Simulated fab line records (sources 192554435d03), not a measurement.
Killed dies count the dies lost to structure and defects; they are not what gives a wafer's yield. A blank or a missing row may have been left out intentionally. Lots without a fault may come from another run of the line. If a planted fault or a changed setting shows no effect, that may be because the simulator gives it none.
Lot-split experiment ; flow n5_finfet ; 21 wafers read across 7 lots, on a route 1938 steps long

== SPLIT DETAILS ==
At N5_BEOL_M2_DESCUM_33 (chemistry O2, time 7 s), the setting time_s was moved away from the recipe's 7 s on 5 of the 21 wafers read, by -11.6% to +21.4%. This setting was run at the recipe's value on the other wafers.

== FROM THE SPLIT TO THE READING: what the file shows between them, 3 steps ==
- N5_BEOL_M2_ETCH_77: etches underlayer in N2/H2, target depth 6.5 nm, time 5.2 s
- N5_BEOL_M2_ETCH_69: etches SiARC in CF4, target depth 15.6 nm, time 26 s (also split here: bias_w)
- N5_BEOL_M2_ALD_98: deposits SiO2, target thk 2.5 nm, pulse time 1 s, co reactant pulse time 1 s

== THE READING ==
CAR-EUV_of_BEOL_M2_COAT_22.thk_nm (the simulator's own value, which no gauge read), in nm, at N5_BEOL_M2_ETCHBACK_99 (etches SiO2 in CHF3, target depth 5 nm, time 10.4 s). No usual value for it is given in the file. The 16 wafers here that ran the recipe average 10.4 nm, standard deviation 0.087 nm.

wafer;tool, chamber at the split;time_s as run, s;against the recipe;CAR-EUV_of_BEOL_M2_COAT_22.thk_nm, nm;against lot-mates on the recipe
L078.1;rie_diel-01, 3,0;7;recipe;10.4;-
L078.4;rie_diel-01, 3,0;7;recipe;10.4;-
L078.5;rie_diel-01, 3;8.496;+21.4%;9.6;-0.8
L079.1;rie_diel-01, 0;7;recipe;10.4;-
L079.6;rie_diel-01, 2;7;recipe;10.4;-
L079.2;rie_diel-01, 2;8.37;+19.6%;9.8;-0.6
L080.1;rie_diel-01, 0,2,3;7;recipe;10.4;-
L080.2;rie_diel-01, 0,2,3;7;recipe;10.4;-
L080.3;rie_diel-01, 0,2,3;7;recipe;10.4;-
L082.2;rie_diel-01, 1;7;recipe;10.4;-
L082.4;rie_diel-01, 0;6.187;-11.6%;10.8;+0.4
L082.6;rie_diel-01, 2;6.187;-11.6%;10.8;+0.4
L083.1;rie_diel-03, 2,3,2;7;recipe;10.6;-
L083.6;rie_diel-03, 2,3,2;7;recipe;10.6;-
L083.5;rie_diel-03, 2,3,2;7;recipe;10.4;-
L085.4;rie_diel-01, 2;7;recipe;10.4;-
L085.6;rie_diel-01, 0;7;recipe;10.4;-
L085.5;rie_diel-01, 3;7.962;+13.7%;10;-0.4
L097.2;rie_diel-06, 1;7;recipe;10.6;-
L097.5;rie_diel-06, 0,3;7;recipe;10.6;-
L097.3;rie_diel-06, 0,3;7;recipe;10.4;-
If several chambers appear in one row, that row covers several wafers at once and the file leaves open which wafer was in which chamber.

THE FIT
A straight line over all 21 wafers: CAR-EUV_of_BEOL_M2_COAT_22.thk_nm changes by -0.0346 nm for each +1% of time_s; r = -0.96; the points scatter about the line by 0.085 nm.
The same after taking each lot's own level away (the mean of its wafers on the recipe; 21 wafers): -0.0337 nm for each +1%; r = -0.98; scatter 0.059 nm.
Per that fit: largest time_s move, reading shift of 0.72 nm.
The lots' own levels span 10.40 to 10.53 nm, that is 1.5 times the standard deviation above.
Consequently the slope shifts little with the lot-to-lot level, the two slopes agreeing.
Check: with one of the wafers moved furthest among these (+21.4%) left out of the fit, the line predicts -0.669 nm for it against its lot-mates. Against them it came out at -0.8 nm.

== THESE WAFERS: OTHER SPLITS ==
Before the reading, these wafers also passed through other splits. Each is held against what the fit with the lots' levels taken away leaves over:
other split on the same wafers;wafers away from the commonest value;r with CAR-EUV_of_BEOL_M2_COAT_22.thk_nm (lot level and that fit taken away)
N5_BEOL_M0_SAQP_SPACER1_ALD_98 ald_cycles;6;+0.12
N5_BEOL_M1_ETCH_64 source_w;8;-0.01
N5_BEOL_M1_COAT_67 spin_rpm;5;-0.12
N5_BEOL_M2_ETCH_69 bias_w;4;-0.20

== THE WHOLE CHAIN: every reading that the file lists as answering this split, in the file's order ==
step;what it does;reading;change (the file's fit);r (the file's)
N5_BEOL_M2_DESCUM_33;chemistry O2, time 7 s;CAR-EUV_of_BEOL_M2_COAT_22.thk_nm (the simulator's own value, which no gauge read);-0.0354 nm for each +1% of the setting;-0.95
N5_BEOL_M2_ETCH_77;etches underlayer in N2/H2, target depth 6.5 nm, time 5.2 s;CAR-EUV_of_BEOL_M2_COAT_22.thk_nm (the simulator's own value, which no gauge read);-0.0392 nm for each +1% of the setting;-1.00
N5_BEOL_M2_ETCH_69;etches SiARC in CF4, target depth 15.6 nm, time 26 s;CAR-EUV_of_BEOL_M2_COAT_22.thk_nm (the simulator's own value, which no gauge read);-0.038 nm for each +1% of the setting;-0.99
N5_BEOL_M2_ETCHBACK_99;etches SiO2 in CHF3, target depth 5 nm, time 10.4 s;CAR-EUV_of_BEOL_M2_COAT_22.thk_nm (the simulator's own value, which no gauge read);-0.0335 nm for each +1% of the setting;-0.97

== THE FILE'S OWN FIT ==
CAR-EUV_of_BEOL_M2_COAT_22.thk_nm changes by -0.0335 nm for each +1% of time_s, r = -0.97.
